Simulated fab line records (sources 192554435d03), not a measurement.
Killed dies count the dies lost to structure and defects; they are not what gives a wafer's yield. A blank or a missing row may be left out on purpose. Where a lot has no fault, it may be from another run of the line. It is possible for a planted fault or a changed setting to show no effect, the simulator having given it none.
Chamber matching || flow n5_finfet || N5_BEOL_M0_SAQP_SPACER1_ALD_98 on ald_sin-03: 4 sister chambers
The step deposits SiO2, target thk 12.8 nm, pulse time 1 s, purge time 2 s. 8 wafers are shown with their chamber, then 9 later ones without.

== WAFERS, EACH WITH ITS CHAMBER ==
{"wafer": "L083.1", "chamber": 1, "heater_power_w (W)": 449, "precursor_pulse_height_rel": 1.027}
{"wafer": "L087.3", "chamber": 0, "heater_power_w (W)": 491, "precursor_pulse_height_rel": 1.015}
{"wafer": "L090.2", "chamber": 3, "heater_power_w (W)": 421, "precursor_pulse_height_rel": 0.973}
{"wafer": "L090.3", "chamber": 2, "heater_power_w (W)": 385, "precursor_pulse_height_rel": 0.999}
{"wafer": "L090.6", "chamber": 2, "heater_power_w (W)": 374, "precursor_pulse_height_rel": 1.000}
{"wafer": "L093.1", "chamber": 1, "heater_power_w (W)": 450, "precursor_pulse_height_rel": 0.954}
{"wafer": "L093.5", "chamber": 0, "heater_power_w (W)": 475, "precursor_pulse_height_rel": 0.997}
{"wafer": "L093.6", "chamber": 3, "heater_power_w (W)": 434, "precursor_pulse_height_rel": 0.982}

== WAFERS WITH NO CHAMBER GIVEN ==
{"wafer": "L094.1", "heater_power_w (W)": 388, "precursor_pulse_height_rel": 0.977}
{"wafer": "L094.3", "heater_power_w (W)": 449, "precursor_pulse_height_rel": 1.015}
{"wafer": "L094.4", "heater_power_w (W)": 481, "precursor_pulse_height_rel": 1.001}
{"wafer": "L096.1", "heater_power_w (W)": 489, "precursor_pulse_height_rel": 1.004}
{"wafer": "L096.3", "heater_power_w (W)": 455, "precursor_pulse_height_rel": 0.959}
{"wafer": "L096.6", "heater_power_w (W)": 425, "precursor_pulse_height_rel": 1.008}
{"wafer": "L097.3", "heater_power_w (W)": 458, "precursor_pulse_height_rel": 0.981}
{"wafer": "L097.4", "heater_power_w (W)": 379, "precursor_pulse_height_rel": 1.012}
{"wafer": "L097.6", "heater_power_w (W)": 478, "precursor_pulse_height_rel": 1.026}

== WHICH CHAMBER EACH ONE RAN IN ==
{"wafer": "L094.1", "from the rows above": 2, "in truth": 2}
{"wafer": "L094.3", "from the rows above": 1, "in truth": 1}
{"wafer": "L094.4", "from the rows above": 0, "in truth": 0}
{"wafer": "L096.1", "from the rows above": 0, "in truth": 0}
{"wafer": "L096.3", "from the rows above": 1, "in truth": 1}
{"wafer": "L096.6", "from the rows above": "can't be placed: 3 or 1", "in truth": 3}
{"wafer": "L097.3", "from the rows above": 1, "in truth": 1}
{"wafer": "L097.4", "from the rows above": 2, "in truth": 2}
{"wafer": "L097.6", "from the rows above": 0, "in truth": 0}
8 of 9 placed correctly. From these rows, 1 cannot be placed; in 1 the true chamber is one of the candidates. 0 placed wrongly.
How it was worked out, from the rows above alone: a wafer's distance from a chamber is the root of the sum, over the readings, of the square of ((its reading less the chamber's mean) divided by the reading's scatter). If the next closest chamber is less than 2 further off than the closest, the wafer can't be placed; otherwise it belongs to the closest. For every chamber, the mean is computed from those of its wafers that are shown. The scatter: take each reading less its chamber's mean, square it, sum over the shown wafers, divide by the number of wafers less the number of chambers, and take the root.
